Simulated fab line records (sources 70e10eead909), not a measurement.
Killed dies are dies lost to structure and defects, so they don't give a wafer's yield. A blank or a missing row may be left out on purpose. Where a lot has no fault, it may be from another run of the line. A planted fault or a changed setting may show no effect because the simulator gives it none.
Matching of chambers    flow nand harc    NHARC_A_STAIRCASE_DEP_417 on pecvd-01 has 3 sister chambers
The step deposits Si3N4, target thk 60 nm. 3 wafers are shown with their chamber, then 10 later ones without.

WAFERS, EACH WITH ITS CHAMBER
wafer   chamber  heater power w (W)
L082.4  1        665
L088.1  2        539
L088.3  0        774

WAFERS WITH NO CHAMBER GIVEN
wafer   heater power w (W)
L088.6  550
L092.1  690
L092.2  535
L092.5  539
L096.2  836
L096.3  527
L096.4  668
L095.2  542
L095.4  798
L095.5  634

EACH ONE'S CHAMBER
wafer    from the rows above   in truth
L088.6   2                     2
L092.1   1                     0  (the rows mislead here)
L092.2   2                     2
L092.5   2                     2
L096.2   0                     0
L096.3   2                     2
L096.4   1                     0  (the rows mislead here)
L095.2   2                     2
L095.4   0                     0
L095.5   1                     1
Correct placement for 8 of the 10. Left unplaced by these rows: 0. Placed wrongly: 2.
How it was worked out, from the rows above alone: a wafer's distance from a chamber is the root of the sum, over the readings, of the square of ((its reading less the chamber's mean) divided by the reading's scatter). If the next closest chamber is less than 2 further off than the closest, the wafer can't be placed; otherwise it belongs to the closest. The mean given for a chamber averages the wafers shown for that chamber. The scatter: with one shown wafer a chamber, the root of the mean of the squares of how far each hidden wafer lies from its nearest shown one.
